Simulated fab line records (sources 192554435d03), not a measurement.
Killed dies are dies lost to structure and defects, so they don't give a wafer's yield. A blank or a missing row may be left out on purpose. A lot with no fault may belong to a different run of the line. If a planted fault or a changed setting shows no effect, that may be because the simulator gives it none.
Chamber matching + flow n5Finfet + rieDiel-03 running N5_FIN_SAQP_SPACER2_ETCHBACK_29: 4 sister chambers
The step etches SiO2 in CHF3/O2, target depth 12.2 nm, time 6.1 s. 4 wafers are shown with their chamber, then 7 later ones without.

EACH WAFER AND ITS CHAMBER
| wafer  | chamber | drypumpMotorCurrentA (A) |
|--------|---------|--------------------------|
| L075.5 | 3       | 5.8                      |
| L078.1 | 0       | 6.3                      |
| L091.3 | 1       | 4.8                      |
| L091.4 | 2       | 5.8                      |

WAFERS WITHOUT THEIR CHAMBER
| wafer  | drypumpMotorCurrentA (A) |
|--------|--------------------------|
| L091.6 | 6.3                      |
| L094.2 | 4.8                      |
| L094.3 | 6.3                      |
| L094.4 | 5.8                      |
| L095.1 | 5.8                      |
| L095.4 | 5.8                      |
| L095.5 | 6.2                      |

WHICH CHAMBER EACH WENT THROUGH
| wafer  | from the rows above     | in truth |
|--------|-------------------------|----------|
| L091.6 | 0                       | 0        |
| L094.2 | 1                       | 1        |
| L094.3 | 0                       | 0        |
| L094.4 | can't be placed: 2 or 3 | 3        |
| L095.1 | can't be placed: 2 or 3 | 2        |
| L095.4 | can't be placed: 2 or 3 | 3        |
| L095.5 | 0                       | 0        |
Correct placement for 4 of the 7. Cannot be placed on the basis of these rows: 3; the candidates contain the true chamber in 3. Wrongly placed: 0.
How it was worked out, from the rows above alone: a wafer's distance from a chamber is the root of the sum, over the readings, of the square of ((its reading less the chamber's mean) divided by the reading's scatter). The wafer belongs to the nearest chamber; if the next one is less than 2 further off, it can't be placed. For every chamber, the mean is computed from those of its wafers that are shown. The scatter: with one shown wafer a chamber, the root of the mean of the squares of how far each hidden wafer lies from its nearest shown one.
